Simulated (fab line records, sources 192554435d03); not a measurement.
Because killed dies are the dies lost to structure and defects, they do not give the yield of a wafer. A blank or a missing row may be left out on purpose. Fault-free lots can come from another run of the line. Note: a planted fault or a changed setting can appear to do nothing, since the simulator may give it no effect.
Chamber matching :: flow n5 finfet :: 4 sister chambers for N5_BEOL_M0_SAQP_MANDREL_ETCH_20 on rie si-01
The step etches a-Si in HBr/Cl2, stops on SiNx, target depth 60 nm, bt time 10 s, time 30 s. 8 wafers are shown with their chamber, then 8 later ones without.

== WAFERS, EACH WITH ITS CHAMBER ==
wafer: L083.4
chamber: 3
throttle valve pct (%): 35.40
drypump motor current A (A): 6.3

wafer: L083.5
chamber: 0
throttle valve pct (%): 35.01
drypump motor current A (A): 5.4

wafer: L084.4
chamber: 0
throttle valve pct (%): 35.05
drypump motor current A (A): 5.3

wafer: L084.6
chamber: 2
throttle valve pct (%): 35.26
drypump motor current A (A): 6.6

wafer: L085.1
chamber: 3
throttle valve pct (%): 35.40
drypump motor current A (A): 6.4

wafer: L085.2
chamber: 2
throttle valve pct (%): 35.27
drypump motor current A (A): 6.6

wafer: L085.6
chamber: 1
throttle valve pct (%): 35.70
drypump motor current A (A): 5.5

wafer: L089.2
chamber: 1
throttle valve pct (%): 35.74
drypump motor current A (A): 5.5

== WAFERS MISSING THEIR CHAMBER ==
wafer: L089.4
throttle valve pct (%): 35.41
drypump motor current A (A): 6.4

wafer: L089.5
throttle valve pct (%): 35.42
drypump motor current A (A): 6.3

wafer: L094.1
throttle valve pct (%): 35.74
drypump motor current A (A): 5.5

wafer: L094.5
throttle valve pct (%): 35.27
drypump motor current A (A): 6.6

wafer: L094.6
throttle valve pct (%): 35.41
drypump motor current A (A): 6.3

wafer: L095.1
throttle valve pct (%): 35.72
drypump motor current A (A): 5.5

wafer: L095.3
throttle valve pct (%): 35.42
drypump motor current A (A): 6.4

wafer: L095.4
throttle valve pct (%): 35.29
drypump motor current A (A): 6.6

== WHICH CHAMBER EACH WENT THROUGH ==
wafer: L089.4
from the rows above: 3
in truth: 3

wafer: L089.5
from the rows above: 3
in truth: 3

wafer: L094.1
from the rows above: 1
in truth: 1

wafer: L094.5
from the rows above: 2
in truth: 2

wafer: L094.6
from the rows above: 3
in truth: 3

wafer: L095.1
from the rows above: 1
in truth: 1

wafer: L095.3
from the rows above: 3
in truth: 3

wafer: L095.4
from the rows above: 2
in truth: 2
Placed correctly: 8 of 8. Not placeable from these rows: 0. Wrongly placed: 0.
How it was worked out, from the rows above alone: a wafer's distance from a chamber is the root of the sum, over the readings, of the square of ((its reading less the chamber's mean) divided by the reading's scatter). If the next closest chamber is less than 2 further off than the closest, the wafer can't be placed; otherwise it belongs to the closest. Each chamber's mean is taken over the wafers shown for it. The scatter: the root of (the sum of the squares of (reading less its chamber's mean) over the shown wafers, divided by (wafers less chambers)).
